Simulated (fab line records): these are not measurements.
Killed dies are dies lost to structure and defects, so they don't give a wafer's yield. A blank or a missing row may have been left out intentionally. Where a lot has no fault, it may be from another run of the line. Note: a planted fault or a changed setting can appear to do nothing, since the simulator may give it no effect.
Chamber matching + flow nandHarc + NHARC_A_CHANNEL_HOLE_D1_DEP_01 on pecvd-02: 3 sister chambers
The step deposits SiON, target thk 140 nm. 22 wafers are shown with their chamber, then 11 later ones without.

EACH WAFER AND ITS CHAMBER
| wafer  | chamber | heaterPowerW (W) |
|--------|---------|------------------|
| L074.2 | 2       | 698              |
| L074.5 | 0       | 779              |
| L074.6 | 2       | 701              |
| L077.1 | 0       | 754              |
| L077.2 | 2       | 634              |
| L077.5 | 2       | 643              |
| L078.2 | 1       | 705              |
| L078.3 | 0       | 747              |
| L078.6 | 1       | 723              |
| L080.1 | 1       | 839              |
| L080.3 | 2       | 746              |
| L080.5 | 1       | 856              |
| L083.1 | 0       | 784              |
| L083.2 | 2       | 778              |
| L083.6 | 0       | 788              |
| L085.1 | 2       | 703              |
| L085.3 | 1       | 848              |
| L085.6 | 2       | 720              |
| L088.1 | 2       | 703              |
| L088.5 | 2       | 725              |
| L088.6 | 1       | 838              |
| L089.1 | 0       | 809              |

SIGNATURES, as means of the wafers listed above
| reading      | chamber 0 | chamber 1 | chamber 2 | scatter within a chamber |
|--------------|-----------|-----------|-----------|--------------------------|
| heaterPowerW | 776.83    | 801.50    | 705.10    | 47.3                     |
Rule: a wafer lies at a distance from a chamber equal to the root of the sum of squares, over the readings, of (its reading less the chamber's mean, divided by the reading's scatter). If the next closest chamber is less than 2 further off than the closest, the wafer can't be placed; otherwise it belongs to the closest. The scatter is the square root of a quotient: the sum, over the shown wafers, of each reading's squared deviation from its chamber's mean, divided by wafers minus chambers.

WAFERS WHOSE CHAMBER IS MISSING
| wafer  | heaterPowerW (W) |
|--------|------------------|
| L089.4 | 862              |
| L089.5 | 791              |
| L094.1 | 828              |
| L094.4 | 739              |
| L094.5 | 834              |
| L095.1 | 788              |
| L095.5 | 760              |
| L095.6 | 808              |
| L096.1 | 804              |
| L096.3 | 747              |
| L096.5 | 770              |

CHAMBER TAKEN BY EACH
| wafer  | from the rows above          | in truth |
|--------|------------------------------|----------|
| L089.4 | can't be placed: 1 or 0      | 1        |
| L089.5 | can't be placed: 1 or 0 or 2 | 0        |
| L094.1 | can't be placed: 1 or 0      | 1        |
| L094.4 | can't be placed: 2 or 0 or 1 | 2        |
| L094.5 | can't be placed: 1 or 0      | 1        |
| L095.1 | can't be placed: 0 or 1 or 2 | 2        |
| L095.5 | can't be placed: 0 or 1 or 2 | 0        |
| L095.6 | can't be placed: 1 or 0      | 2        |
| L096.1 | can't be placed: 1 or 0      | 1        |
| L096.3 | can't be placed: 0 or 2 or 1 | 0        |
| L096.5 | can't be placed: 0 or 1 or 2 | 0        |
0 of 11 placed correctly. From these rows, 11 cannot be placed; in 10 the true chamber is one of the candidates. 0 placed wrongly.
